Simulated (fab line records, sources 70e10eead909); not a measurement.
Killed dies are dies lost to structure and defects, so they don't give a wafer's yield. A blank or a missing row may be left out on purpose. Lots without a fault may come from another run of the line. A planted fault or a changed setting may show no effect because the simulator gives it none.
Chamber matching | flow nand_harc | NHARC_A_CONTACT_ETCH_102 on rie_diel-04: 4 sister chambers
The step etches the open film in CF4/O2, target depth 100 nm, overetch 10 nm, time 55 s. 16 wafers are shown with their chamber, then 8 later ones without.

WAFERS WITH THEIR CHAMBER
wafer  | chamber | drypump_motor_current_A (A) | showerhead_plenum_p_Torr (Torr) | oes_product_au (a.u.)
L228.2 | 0       | 5.6                         | 1.26                            | 1.003
L228.4 | 3       | 5.5                         | 1.36                            | 1.011
L228.5 | 0       | 5.6                         | 1.26                            | 1.004
L231.1 | 3       | 5.5                         | 1.36                            | 1.010
L231.4 | 2       | 6.2                         | 1.37                            | 1.007
L231.6 | 3       | 5.5                         | 1.36                            | 1.012
L234.2 | 2       | 6.3                         | 1.37                            | 0.986
L234.4 | 0       | 5.6                         | 1.26                            | 0.993
L234.5 | 3       | 5.5                         | 1.36                            | 1.006
L239.1 | 0       | 5.6                         | 1.25                            | 1.003
L239.2 | 2       | 6.3                         | 1.37                            | 0.989
L239.6 | 0       | 5.6                         | 1.25                            | 1.007
L247.2 | 2       | 6.2                         | 1.37                            | 0.985
L247.4 | 3       | 5.5                         | 1.35                            | 1.010
L247.5 | 3       | 5.5                         | 1.35                            | 1.011
L248.2 | 1       | 5.6                         | 1.29                            | 0.998

SIGNATURES (means of the wafers above)
reading                  | chamber 0 | chamber 1 | chamber 2 | chamber 3 | scatter within a chamber
drypump_motor_current_A  | 5.600     | 5.600     | 6.250     | 5.500     | 0.0289
showerhead_plenum_p_Torr | 1.2560    | 1.2900    | 1.3700    | 1.3567    | 0.00459
oes_product_au           | 1.00200   | 0.99800   | 0.99175   | 1.01000   | 0.00614
Rule: a wafer's distance from a chamber is the root of the sum, over the readings, of the square of ((its reading less the chamber's mean) divided by the reading's scatter). The wafer belongs to the nearest chamber; if the next one is less than 2 further off, it can't be placed. The scatter: the root of (the sum of the squares of (reading less its chamber's mean) over the shown wafers, divided by (wafers less chambers)).

WAFERS WITHOUT THEIR CHAMBER
wafer  | drypump_motor_current_A (A) | showerhead_plenum_p_Torr (Torr) | oes_product_au (a.u.)
L248.4 | 5.6                         | 1.29                            | 0.992
L248.5 | 5.5                         | 1.35                            | 1.009
L249.4 | 5.5                         | 1.35                            | 1.015
L249.5 | 5.6                         | 1.25                            | 1.005
L249.6 | 5.5                         | 1.35                            | 1.004
L251.1 | 5.6                         | 1.25                            | 1.018
L251.2 | 5.6                         | 1.29                            | 0.997
L251.5 | 5.5                         | 1.35                            | 1.006

WHICH CHAMBER EACH WENT THROUGH
wafer  | from the rows above | in truth
L248.4 | 1                   | 1
L248.5 | 3                   | 3
L249.4 | 3                   | 3
L249.5 | 0                   | 0
L249.6 | 3                   | 3
L251.1 | 0                   | 0
L251.2 | 1                   | 1
L251.5 | 3                   | 3
Placed correctly: 8 of 8. Can't be placed from these rows: 0. Placed wrongly: 0.
